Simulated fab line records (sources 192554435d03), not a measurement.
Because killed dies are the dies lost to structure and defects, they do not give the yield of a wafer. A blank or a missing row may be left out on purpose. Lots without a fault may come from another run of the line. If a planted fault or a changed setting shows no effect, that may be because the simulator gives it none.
Chamber matching / flow n5_finfet / 3 sister chambers for N5_BEOL_M2_CO_CAP_55 on cvd_co-02
The step material Co, precursor CCTBA/H2, target thk 2 nm, time 102.1 s. 6 wafers are shown with their chamber, then 12 later ones without.

## WAFERS PAIRED WITH THEIR CHAMBERS
wafer=L084.1; chamber=1; heater_power_w (W)=219; chamber_pressure_Torr (Torr)=30.10
wafer=L084.5; chamber=2; heater_power_w (W)=242; chamber_pressure_Torr (Torr)=30.09
wafer=L084.6; chamber=0; heater_power_w (W)=274; chamber_pressure_Torr (Torr)=29.92
wafer=L087.1; chamber=2; heater_power_w (W)=232; chamber_pressure_Torr (Torr)=30.06
wafer=L087.3; chamber=0; heater_power_w (W)=261; chamber_pressure_Torr (Torr)=29.99
wafer=L087.4; chamber=1; heater_power_w (W)=214; chamber_pressure_Torr (Torr)=29.86

## WAFERS WITHOUT THEIR CHAMBER
wafer=L091.2; heater_power_w (W)=224; chamber_pressure_Torr (Torr)=29.94
wafer=L091.4; heater_power_w (W)=272; chamber_pressure_Torr (Torr)=30.02
wafer=L091.6; heater_power_w (W)=236; chamber_pressure_Torr (Torr)=30.02
wafer=L093.1; heater_power_w (W)=240; chamber_pressure_Torr (Torr)=30.06
wafer=L093.3; heater_power_w (W)=214; chamber_pressure_Torr (Torr)=29.96
wafer=L093.5; heater_power_w (W)=272; chamber_pressure_Torr (Torr)=29.94
wafer=L097.1; heater_power_w (W)=238; chamber_pressure_Torr (Torr)=30.14
wafer=L097.2; heater_power_w (W)=279; chamber_pressure_Torr (Torr)=29.96
wafer=L097.4; heater_power_w (W)=212; chamber_pressure_Torr (Torr)=29.96
wafer=L096.2; heater_power_w (W)=270; chamber_pressure_Torr (Torr)=30.03
wafer=L096.4; heater_power_w (W)=270; chamber_pressure_Torr (Torr)=30.09
wafer=L096.6; heater_power_w (W)=237; chamber_pressure_Torr (Torr)=30.04

## WHICH CHAMBER EACH ONE RAN IN
wafer=L091.2; from the rows above=can't be placed: 1 or 2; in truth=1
wafer=L091.4; from the rows above=0; in truth=0
wafer=L091.6; from the rows above=2; in truth=2
wafer=L093.1; from the rows above=2; in truth=2
wafer=L093.3; from the rows above=1; in truth=1
wafer=L093.5; from the rows above=0; in truth=0
wafer=L097.1; from the rows above=2; in truth=2
wafer=L097.2; from the rows above=0; in truth=0
wafer=L097.4; from the rows above=1; in truth=1
wafer=L096.2; from the rows above=0; in truth=0
wafer=L096.4; from the rows above=0; in truth=0
wafer=L096.6; from the rows above=2; in truth=2
Placed correctly: 11 of 12. These rows do not allow placing 1 (true chamber among the candidates in 1). Wrongly placed: 0.
How it was worked out, from the rows above alone: a wafer's distance from a chamber is the root of the sum, over the readings, of the square of ((its reading less the chamber's mean) divided by the reading's scatter). The wafer belongs to the nearest chamber; if the next one is less than 2 further off, it can't be placed. Each chamber's mean is taken over the wafers shown for it. The scatter is the square root of a quotient: the sum, over the shown wafers, of each reading's squared deviation from its chamber's mean, divided by wafers minus chambers.
